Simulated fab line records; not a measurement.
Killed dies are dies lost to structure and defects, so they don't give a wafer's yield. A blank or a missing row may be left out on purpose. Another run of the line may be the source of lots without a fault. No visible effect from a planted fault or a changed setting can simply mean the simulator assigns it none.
A lot that was struck, set against a sound lot -- flow n5 finfet -- 38 steps out of a route of 1938
Sound: these wafers, L121.2, L121.3, L121.5. Struck: wafers L104.2, L104.4 (left out: L104.5, a lot-mate that was not struck); the cause follows at the end.
Each step with rows lists, per side, the tool, then ch with its chambers, then its first start. Under that, the readings that differ: sound wafers -- struck wafers -- difference of the means -- sigmas: that difference in standard deviations of wafers without a fault.
alike: words and numbers the same on both sides, and readings whose means are apart by under 2 such deviations; not compared: readings that were withheld, readings missing a value for some wafer, numbers with overlapping values and no deviation given by the record, and bounds like >300 which may hide the same value.
The two part at a step that has a row with sigmas, a row that says differs or no value, or rows on one side only. Numbers that have no deviation but don't overlap get no sigmas and don't part them. A reading that every wafer of one side lacks parts them only if that side has two wafers or more.

first, 9 steps without rows for these wafers: N5_BEOL_M7_DESCUM_33 (chemistry O2, time 7 s); N5_BEOL_M7_ETCH_72 (etches underlayer in N2/H2, target depth 6.5 nm, time 5.2 s); N5_BEOL_M7_ETCH_65 (etches SiARC in CF4, target depth 15.6 nm, time 26 s); N5_BEOL_M7_ETCH_66 (etches SOC in N2/H2, target depth 80 nm, overetch 16 nm, time 120 s); N5_BEOL_M7_STRIP_69 (strips in N2/H2); N5_BEOL_M7_STRIP_73 (strips in N2/H2); N5_BEOL_M7_VIA_ETCH_34 (etches SiCOH lowk in C4F6/O2, target depth 125.5 nm, time 50.5 s); N5_BEOL_M7_STRIP_76 (strips in C4F6/O2); N5_BEOL_M7_STRIP_36 (strips in N2/H2).
N5_BEOL_M7_TRENCH_ETCH_37: etches SiCOH lowk in C4F6/O2, target depth 93.478 nm, time 31.2 s.
  sound on rie diel-02 ch 1,3, day 16 17:35; struck on rie diel-03 ch 1,3, day 12 22:56
reading,sound,struck,difference,sigmas
run length s (s),54.5 54.2 54.1,60.6 61.1,+6.6,+15
model.BEOL_M7.feature depth nm (nm),97.6 91 97.2,113.4 112.4,+17.6,
model.etch.depth nm (nm),97.59 91.03 97.23,113.5 112.3,+17.6,
  alike: drypump motor current A, oes product au, rf vpp V, showerhead plenum p Torr, throttle valve pct
  not compared: rf hours counter h, model.TiN_of_BEOL_M7_HM_DEP_02.thk nm
then, 2 steps without rows for these wafers: N5_BEOL_M7_ETCH_41 (etches SiCN in CH3F/O2, target depth 31.9 nm, time 57.8 s); N5_BEOL_M7_STRIP_80 (strips in N2/H2, time 10 s).
N5_BEOL_M7_OCD_MEAS_38:
  sound on ocd-02 at day 16 17:45; struck on ocd-02 at day 12 23:05
reading,sound,struck,difference,sigmas
trench depth nm (nm),98.3 90.6 97.3,114.0 112.1,+17.7,+9
then, 13 steps without rows for these wafers: N5_BEOL_M7_HM_STRIP_39 (strips TiN in peroxide tin strip, target depth 25 nm, time 158 s); N5_BEOL_M7_SRD_40 (time 30 s); N5_BEOL_M7_PRECLEAN_42 (cleans in residue remover, time 60 s); N5_BEOL_M7_SRD_43 (time 30 s); N5_BEOL_M7_CURE_75 (cures SiCOH lowk, time 120 s); N5_BEOL_M7_DEGAS_44 (time 60 s); N5_BEOL_M7_PRE_CLEAN_45 (time 30 s); N5_BEOL_M7_ALD_77 (deposits TaN, target thk 2 nm, pulse time 2 s, purge time 3 s); N5_BEOL_M7_SURFACE_TREAT_79; N5_BEOL_M7_CVD_78 (deposits Co from CCTBA/H2, target thk 2 nm, time 142.3 s); N5_BEOL_M7_SPUTTER_48 (material Cu, target thk 10 nm, time 1.667 s); N5_BEOL_M7_ECD_50 (material Cu, target thk 300 nm); N5_BEOL_M7_ANNEAL_51 (time 90 s).
N5_BEOL_M7_CMP_52: polishes, stops on SiCOH lowk, t overpolish 6.9 s, target thk 80 nm.
  sound on cmp-03 ch 0,2,3, day 17 00:20; struck on cmp-03 ch 2,3, day 13 01:06
reading,sound,struck,difference,sigmas
model.Cu_of_BEOL_M7_ECD_50.thk nm (nm),83.6 77.2 82,101.4 98.6,+19.1,
  alike: barrier field endpoint s, motor current A, overpolish run s, time to endpoint s
N5_BEOL_M7_THK_MEAS_53: measures by xrf.
  sound on film metro-01 at day 17 00:33; struck on film metro-02 at day 13 01:22
reading,sound,struck,difference,sigmas
M7_THK (nm),83.6 77.4 81.4,100.8 98.4,+18.8,+7
then, 2 steps without rows for these wafers: N5_BEOL_M7_PRE_CLEAN_55 (time 15 s); N5_BEOL_M7_DEP_56 (deposits SiCN from 3MS/NH3, target thk 10 nm, time 17.5 s).
N5_BEOL_M7_RS_MEAS_57: uses a four-point probe to measure.
  sound on film metro-01 at day 17 00:41; struck on film metro-01 at day 13 01:29
reading,sound,struck,difference,sigmas
M7_RS (ohm/sq),0.272 0.298 0.278,0.218 0.224,-0.062,-6
then, 5 steps without rows for these wafers: N5_BEOL_M8_ILD_DEP_00 (deposits SiCOH lowk from DEMS/porogen, target thk 179.75 nm, time 33.4 s); N5_BEOL_M8_CURE_74 (cures SiCOH lowk, time 240 s); N5_BEOL_M8_PECVD_70 (deposits SiO2 from TEOS/O2, target thk 20 nm, time 22.7 s); N5_BEOL_M8_HM_DEP_02 (deposits TiN, target thk 20 nm); N5_BEOL_M8_COAT_59 (time 60 s, resist thk 100 nm).
-- the record jumps here: 2 days lie between the struck wafers' starts before and after (it left off in module BEOL_M8 and takes up again in module BEOL_M15, whose first step shown is number 1830 of the route) --
N5_BEOL_M15_RC_MEAS_101:
  sound on prober-01 ch 0, day 20 04:35; struck on prober-01 ch 0, day 15 11:07
reading,sound,struck,difference,sigmas
SERP_M7 (ohm/um),13.3 14.5 13.3,11.3 12.0,-2.1,-3
SERP_M7_max_site (ohm/um),13.8 15.1 14.6,12.4 12.2,-2.2,-3
SERP_M8 (ohm/um),13.8 15.6 14.5,12.7 13.6,-1.5,-2
  alike: COMB_M10, COMB_M11, COMB_M11_max_site, COMB_M12, COMB_M13, COMB_M14, COMB_M14_max_site, COMB_M15, COMB_M5, COMB_M6, COMB_M8, COMB_M9, SERP_M10, SERP_M11, SERP_M12, SERP_M13, SERP_M14, SERP_M5, SERP_M6, SERP_M9
then, 1 step without rows for these wafers: N5_PASSIVATION_PROBE_49.

## WHERE THEY PART
Earliest at N5_BEOL_M7_TRENCH_ETCH_37; latest, in this record, at N5_BEOL_M15_RC_MEAS_101.

WHY: what the simulator had put in
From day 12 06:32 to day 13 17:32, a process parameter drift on rie diel-03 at N5_BEOL_M7_TRENCH_ETCH_37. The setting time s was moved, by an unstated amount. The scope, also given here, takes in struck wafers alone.
